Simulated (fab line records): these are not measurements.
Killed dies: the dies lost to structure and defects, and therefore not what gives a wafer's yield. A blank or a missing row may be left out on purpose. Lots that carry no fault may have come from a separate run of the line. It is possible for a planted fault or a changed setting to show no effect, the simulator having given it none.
Which of the tools did it? ; flow nandHarc ; route of 1302 steps, sampled at 1 step: 7 lots, 21 wafers

## WHAT EACH GAUGE READ, for each wafer
NHARC_A_ONON_D2_THK_MEAS_02: measures by ellipsometry.
lot;measured;on;thkNm (nm)
L798;day 13 11:10;filmMetro-02;1009 1007 1008
L804;day 15 23:07;filmMetro-02;989 991 990
L809;day 18 18:08;filmMetro-01;997 996 995
L810;day 18 18:17;filmMetro-01;1013 1013 1013
L813;day 19 18:04;filmMetro-01;990 991 990
L816;day 20 17:10;filmMetro-01;1003 1005 1004
L818;day 21 17:55;filmMetro-02;1016 1015 1015

## WHICH TOOL RAN EACH LOT (tool, then ch and the chambers of the sampled wafers, then the start)
Record: no process step prior to these readings.

## THE ANSWER, worked out from the rows above alone
Rule: what is usual is taken from the lots themselves. The widest of any qualifying gaps counts: lots, ordered by their means at a reading, are off when they make up no more than a third of the lots, leave a main group of 4 or more, and stand apart from it by 3 or more times the standard deviation of that group's means. If all means in a main group match to the digits the tables above print for the reading, that group is not used. Also off: a lot with no number at a reading for which 4 or more lots have one. The other lots that the step has rows for count as sound.
No lot is off on any of the readings shown, so nothing can be concluded from this.

## WHAT HAD BEEN PUT IN BY THE SIMULATOR
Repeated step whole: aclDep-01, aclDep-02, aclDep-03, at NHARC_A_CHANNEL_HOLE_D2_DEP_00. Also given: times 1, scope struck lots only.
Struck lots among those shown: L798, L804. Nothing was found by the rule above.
